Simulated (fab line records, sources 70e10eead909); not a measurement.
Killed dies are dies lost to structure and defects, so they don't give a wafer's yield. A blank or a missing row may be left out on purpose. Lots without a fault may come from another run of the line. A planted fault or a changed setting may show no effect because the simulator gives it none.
fab line records | flow nand_harc
record lots=7 wafers=19 last_day=33
route steps=1302 shown A_SLIT@946 A_SIN_REMOVE@947 A_WL_FILL@952 END@1302
lots that met no fault: from a run of the same line without faults
start_h: hours from the record's first day to the start of the lot's first wafer shown | wait_h: hours since the lot's step before | " the same as in the row above | L1.1+2: a row that stands for several wafers | - no value, or no start given | * or withheld: withheld | < > ~ a bound
route shown NAME@n: a module of which the file shows steps, and the number in the route of the first | usual: mean/standard deviation of fault-free wafers | same: alike in all rows | chamber/n: place in a boat | sites: the reading at each site | _std_site: their standard deviation | _edge_site: outer sites' mean less inner sites' | radius_mm: how far each site lies from the wafer's centre | mask NAME#n: copy n | behind: the tool/chamber that last shaped the wafer | hold: why the lot was held/for how many hours/how that ended | device: the transistor (n, p or np) that didn't switch | end of line: the same wafers' tests at the end of the route | a step without rows: its recipe alone | killed: dies lost to structure and defects at the first sort, not the wafer's yield | map: a wafer's dies, x killed, . not, _ none there
set.NAME: the setting as run; set.NAME@STEP: as run at that earlier step | model.NAME: the simulator's own value behind a step, which no gauge read
lots at some steps of the route; a table a step, a row a wafer
services: from which hour (start_h, from the record's first day; less than 0 if before it) a tool's chamber was out of use, for how many hours, and why
## steps
# step NHARC_A_SLIT_CD_MEAS_21
# usual cd_nm=289.8/0.95
# columns lot.wafer tool chamber start_h wait_h cd_nm
L977.3 cd_sem-02 - 488.79 - 287.8
L977.4 " - " " 288.6
L977.6 " - " " 288.9
L982.2 cd_sem-03 - 545.46 - 290.7
L982.5 " - " " 290.9
L981.3 cd_sem-02 - 562.71 - 289.7
L981.5 " - " " 289.9
L981.6 " - " " 289.0
L983.3 cd_sem-03 - 570.74 - 290.8
L983.6 " - " " 291.2
L987.1 cd_sem-03 - 615.02 - 291.2
L987.4 " - " " 290.3
L987.5 " - " " 290.6
L992.1 cd_sem-02 - 647.95 - 289.5
L992.2 " - " " 289.2
L992.3 " - " " 289.2
L995.3 cd_sem-03 - 683.59 - 289.8
L995.4 " - " " 290.0
L995.6 " - " " 290.3
# step NHARC_A_SIN_REMOVE_WET_00
# recipe temp_c=160 time_s=15300 chemistry=H3PO4
# step NHARC_A_SIN_REMOVE_PRECLEAN_01
# recipe time_s=* temp_c=50 bath_age_min=0 chemistry=SC1
# step NHARC_A_SIN_REMOVE_SRD_02
# step NHARC_A_SIN_REMOVE_INSPECT_04
# usual raw_defect_count=364/70
# columns lot.wafer tool chamber start_h wait_h raw_defect_count
L977.3 defect_inspect-01 - 495.49 0.0 324
L977.4 " - " " 394
L977.6 " - " " 363
L982.2 defect_inspect-02 - 552.05 0.0 557
L982.5 " - " " 359
L981.3 defect_inspect-02 - 569.34 0.0 380
L981.5 " - " " 323
L981.6 " - " " 344
L983.3 defect_inspect-02 - 577.45 0.0 306
L983.6 " - " " 248
L987.1 defect_inspect-02 - 621.64 0.0 366
L987.4 " - " " 249
L987.5 " - " " 335
L992.1 defect_inspect-02 - 654.54 0.0 318
L992.2 " - " " 312
L992.3 " - " " 273
L995.3 defect_inspect-01 - 690.11 0.0 534
L995.4 " - " " 428
L995.6 " - " " 455
# step NHARC_A_WL_FILL_ALD_00
# recipe target_thk_a=30 pulse_time_s=3 ald_cycles=30 temp_c=300 material=Al2O3
# step NHARC_A_WL_FILL_RTA_01
# recipe temp_c=1000 time_s=5
# usual lamp_power_pct=32.8/0.77 wafer_temp_C_max=1007.2/1.5
# columns lot.wafer tool chamber start_h wait_h lamp_power_pct wafer_temp_C_max
L977.3 rtp_anneal-02 0 497.31 - 33.6 1006.8
L977.4 " 0 " " 33.6 1007.5
L977.6 " 0 " " 33.5 1005.3
L982.2 rtp_anneal-02 0 552.40 - 33.6 1007.6
L982.5 " 0 " " 33.5 1007.8
L981.3 rtp_anneal-01 0 569.95 - 32.0 1005.7
L981.5 " 0 " " 32.0 1007.1
L981.6 " 0 " " 31.9 1005.7
L983.3 rtp_anneal-01 0 577.83 - 32.1 1006.4
L983.6 " 0 " " 32.0 1006.8
L987.1 rtp_anneal-01 0 621.97 - 32.0 1006.5
L987.4 " 0 " " 32.0 1005.9
L987.5 " 0 " " 32.0 1006.4
L992.1 rtp_anneal-01 0 656.07 - 32.0 1008.2
L992.2 " 0 " " 32.0 1005.7
L992.3 " 0 " " 32.0 1008.0
L995.3 rtp_anneal-01 0 690.54 - 31.9 1008.6
L995.4 " 0 " " 32.0 1006.9
L995.6 " 0 " " 32.0 1004.4
# step NHARC_A_WL_FILL_ALD_02
# recipe target_thk_a=20 pulse_time_s=3 ald_cycles=100 temp_c=450 material=TiN
# usual heater_power_w=1085/90 precursor_pulse_height_rel=0.999/0.019
# same ald_cycles=100
# columns lot.wafer tool chamber start_h wait_h heater_power_w precursor_pulse_height_rel
L977.4 ald_metal-04 2 497.47 0.1 1017 1.028
L977.3 " 1 " " 1016 1.019
L977.6 " 2 " " 1011 0.968
L982.2 ald_metal-02 2 552.62 0.2 1120 1.004
L982.5 " 2 " " 1124 0.996
L981.3 ald_metal-04 2 570.14 0.2 1024 0.998
L981.5 " 1 " " 1015 0.969
L981.6 " 2 " " 1014 0.987
L983.3 ald_metal-02 1 578.10 0.2 1196 1.002
L983.6 " 3 " " 1026 0.980
L987.1 ald_metal-02 3 622.22 0.2 1012 1.006
L987.4 " 1 " " 1182 1.040
L987.5 " 3 " " 1014 1.004
L992.3 ald_metal-02 3 656.29 0.1 1039 1.020
L992.1 " 0 " " 1080 1.010
L992.2 " 1 " " 1183 0.998
L995.3 ald_metal-02 3 690.74 0.2 1036 0.987
L995.4 " 0 " " 1084 0.974
L995.6 " 2 " " 1151 1.008
# step NHARC_A_WL_FILL_CVD_03
# recipe target_thk_a=400 temp_c=300 pressure_torr=40 wf6_flow_sccm=40 h2_flow_sccm=1600 ar_flow_sccm=1560 time_s=279 material=W
# usual heater_power_w=449/37 throttle_valve_pct=7.99/0.25
# columns lot.wafer tool chamber start_h wait_h heater_power_w throttle_valve_pct
L977.3 cvd_w-01 0 498.01 0.2 404 7.90
L977.4 " 1 " " 513 8.14
L977.6 " 1 " " 504 8.20
L982.2 cvd_w-02 0 553.07 0.1 459 8.45
L982.5 " 0 " " 450 8.15
L981.3 cvd_w-02 1 570.65 0.2 438 7.67
L981.5 " 1 " " 440 7.75
L981.6 " 0 " " 462 8.38
L983.3 cvd_w-02 0 578.53 0.2 460 8.37
L983.6 " 1 " " 451 7.87
L987.1 cvd_w-02 1 622.62 0.1 451 7.74
L987.4 " 1 " " 457 7.56
L987.5 " 0 " " 456 8.46
L992.2 cvd_w-02 1 656.80 0.1 435 8.13
L992.1 " 0 " " 465 7.85
L992.3 " 0 " " 471 7.93
L995.4 cvd_w-01 0 691.24 0.2 398 7.82
L995.3 " 1 " " 459 7.83
L995.6 " 1 " " 489 8.02
# step NHARC_A_WL_FILL_ETCHBACK_04
# recipe target_depth_a=600 time_s=120 chemistry=NF3
# usual drypump_motor_current_A=5.67/0.3 oes_product_au=1.001/0.009
# columns lot.wafer tool chamber start_h wait_h drypump_motor_current_A oes_product_au rf_hours_counter_h
L977.3 rie_metal-02 1 498.34 0.3 5.74 1.006 -
L977.4 " 0 " " 5.11 0.993 -
L977.6 " 0 " " 5.11 1.012 -
L982.2 rie_metal-02 1 553.45 0.3 5.72 1.004 1.4
L982.5 " 0 " " 5.10 0.998 -
L981.3 rie_metal-02 1 570.98 0.3 5.78 0.995 -
L981.6 " 1 " " 5.76 1.007 -
L981.5 " 0 " " 5.12 1.017 -
L983.3 rie_metal-02 1 578.90 0.3 5.76 0.994 -
L983.6 " 0 " " 5.11 1.007 -
L987.1 rie_metal-01 0 623.01 0.3 6.06 1.004 0.4
L987.4 " 1 " " 5.75 1.002 -
L987.5 " 1 " " 5.77 1.007 -
L992.2 rie_metal-03 0 657.17 0.3 5.64 1.017 2.4
L992.1 " 1 " " 5.83 1.003 2.4
L992.3 " 0 " " 5.65 1.006 -
L995.4 rie_metal-01 0 691.58 0.3 6.04 0.998 -
L995.3 " 1 " " 5.75 0.991 -
L995.6 " 1 " " 5.74 0.997 -
# step NHARC_A_WL_FILL_ETCHBACK_05
# recipe target_depth_a=220 time_s=60 temp_c=40 chemistry=Cl2/BCl3
# usual drypump_motor_current_A=5.67/0.3 oes_product_au=1.001/0.0093
# columns lot.wafer tool chamber start_h wait_h drypump_motor_current_A oes_product_au rf_hours_counter_h
L977.4 rie_metal-02 0 498.54 0.1 5.12 0.995 -
L977.3 " 1 " " 5.76 0.998 -
L977.6 " 0 " " 5.11 1.001 -
L982.2 rie_metal-02 1 553.67 0.2 5.74 1.344 1.5
L982.5 " 0 " " 5.10 0.999 -
L981.3 rie_metal-02 1 571.18 0.2 5.76 1.349 -
L981.6 " 1 " " 5.78 1.001 -
L981.5 " 0 " " 5.11 1.014 -
L983.3 rie_metal-02 1 579.07 0.1 5.74 1.347 -
L983.6 " 0 " " 5.07 1.006 -
L987.1 rie_metal-01 1 623.26 0.2 5.76 0.997 0.5
L987.4 " 0 " " 6.05 1.013 -
L987.5 " 1 " " 5.75 1.003 -
L992.2 rie_metal-03 0 657.41 0.2 5.64 1.013 2.5
L992.1 " 1 " " 5.79 0.989 2.5
L992.3 " 1 " " 5.77 0.978 -
L995.4 rie_metal-01 1 691.78 0.2 5.75 0.998 -
L995.3 " 0 " " 6.05 1.014 -
L995.6 " 0 " " 6.04 1.012 -
# step NHARC_A_WL_FILL_STRIP_27
# recipe power_w=1500 temp_c=250 time_s=20 chemistry=N2/H2
# usual drypump_motor_current_A=5.6/0.46 heater_power_w=327/20
# columns lot.wafer tool chamber start_h wait_h drypump_motor_current_A heater_power_w rf_hours_counter_h
L977.3 plasma_asher-02 0 498.71 0.1 6.2 340 -
L977.4 " 1 " " 6.0 295 -
L977.6 " 1 " " 6.0 309 -
L982.2 plasma_asher-01 0 553.80 0.1 5.1 311 29
L982.5 " 0 " " 5.1 311 -
L981.3 plasma_asher-02 0 571.37 0.2 6.2 331 -
L981.5 " 1 " " 6.0 316 -
L981.6 " 0 " " 6.2 345 -
L983.3 plasma_asher-02 0 579.48 0.4 6.2 344 -
L983.6 " 1 " " 6.0 308 -
L987.1 plasma_asher-01 1 623.48 0.2 5.3 355 5
L987.4 " 1 " " 5.3 340 -
L987.5 " 1 " " 5.3 349 -
L992.1 plasma_asher-01 0 657.55 0.1 5.1 307 14
L992.2 " 1 " " 5.3 351 14
L992.3 " 1 " " 5.3 338 -
L995.4 plasma_asher-01 1 691.93 0.1 5.3 344 -
L995.3 " 0 " " 5.1 310 -
L995.6 " 0 " " 5.1 313 -
# step NHARC_END_SORT_01
# recipe temp_c=25
# usual killed_at_array=59/19 killed_at_other=1.0/1.1 killed_at_periphery=3.8/2.4 killed_dies=64/19 killed_open=3.3/2 killed_short=2.4/1.6
# same gross_dies=677
# columns lot.wafer tool chamber start_h wait_h killed_at_array killed_at_other killed_at_periphery killed_dies killed_open killed_short
L981.3 prober-02 0 687.00 3.1 37 1 6 44 4 2
L981.5 prober-02 0 688.60 3.7 41 1 11 53 4 3
L981.6 prober-02 0 689.41 4.0 64 0 9 73 5 2
# killed by level:class
L981.3 A_SLIT:chamber_film_flake=20 A_CHANNEL_HOLE_D1:chamber_film_flake=7 P_M2:chamber_film_flake=3 A_CHANNEL_HOLE_D2:chamber_film_flake=2 A_CHANNEL_HOLE_D1:geometric_particle:short=2 A_DECK1_JOINT:geometric_particle:open=2 P_STI:chamber_film_flake=2 A_CONTACT:chamber_film_flake=2
L981.5 A_SLIT:chamber_film_flake=23 A_CHANNEL_HOLE_D1:chamber_film_flake=7 P_M0:chamber_film_flake=4 P_M2:chamber_film_flake=3 A_CHANNEL_HOLE_D2:chamber_film_flake=3 A_ONON_D1:geometric_particle:short=2 A_DECK1_JOINT:geometric_particle:open=2 P_M0:geometric_particle:open=1
L981.6 A_SLIT:chamber_film_flake=34 A_CHANNEL_HOLE_D1:chamber_film_flake=12 P_M2:chamber_film_flake=4 A_CHANNEL_FILL_D1:chamber_film_flake=4 P_M0:chamber_film_flake=3 A_M0:geometric_particle:open=2 A_DECK1_JOINT:chamber_film_flake=2 A_CHANNEL_HOLE_D2:unspecified=2
## services
# columns tool chamber start_h hours kind
ald_metal-04 - 474.00 10.0 pm
ald_metal-02 - 480.73 3.1 repair
rie_metal-01 1 485.28 32.6 repair
ald_metal-04 3 488.13 5.1 repair
cvd_w-02 - 497.45 1.5 repair
rie_metal-03 - 519.00 9.0 pm
cvd_w-01 - 547.00 13.0 pm
plasma_asher-02 - 558.44 8.9 repair
rie_metal-03 - 566.48 0.3 repair
rie_metal-01 - 575.00 9.0 pm
plasma_asher-01 - 578.73 9.0 pm
cvd_w-02 1 584.94 2.1 repair
rie_metal-03 - 588.20 0.2 repair
cvd_w-01 - 594.81 0.6 repair
plasma_asher-02 - 603.19 9.0 pm
ald_metal-02 - 610.00 10.0 pm
rie_metal-02 - 631.00 9.0 pm
rie_metal-02 0 631.00 9.0 vent_cycle
ald_metal-02 2 635.70 23.6 repair
cvd_w-02 - 635.86 13.0 pm
plasma_asher-01 - 640.63 3.1 repair
rie_metal-01 0 651.95 10.5 repair
ald_metal-04 - 652.00 10.0 pm
ald_metal-02 3 678.67 4.6 repair
## key
first_sign step=NHARC_A_WL_FILL_ETCHBACK_05 reading=oes_product_au direction=up sigmas=37 usual=1.001 struck=1.347
effect none on later readings
met_at NHARC_A_WL_FILL_ETCHBACK_05
struck_wafers L981.3,L982.2,L983.3
sort_left_out L982.2,L983.3
tester_left_out L981,L982,L983
onset_between 498.54 553.67
fault kind=process_parameter_drift tool=rie_metal-02 chamber=- onset_h=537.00 steps=NHARC_A_WL_FILL_ETCHBACK_05 channel=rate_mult offset=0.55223 shape=step end_h=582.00 scope=struck_wafers_only
# tester_left_out: of these lots the tester's yield and bins aren't shown, on N5 and GAA mostly nor the transistor test; their killed dies are dies lost to structure and defects alone, not to doping, threshold or leakage, so they don't give the yield
# sort_left_out: the simulated sort isn't trusted on such a fault, so these wafers' sort isn't shown, and their yield isn't known
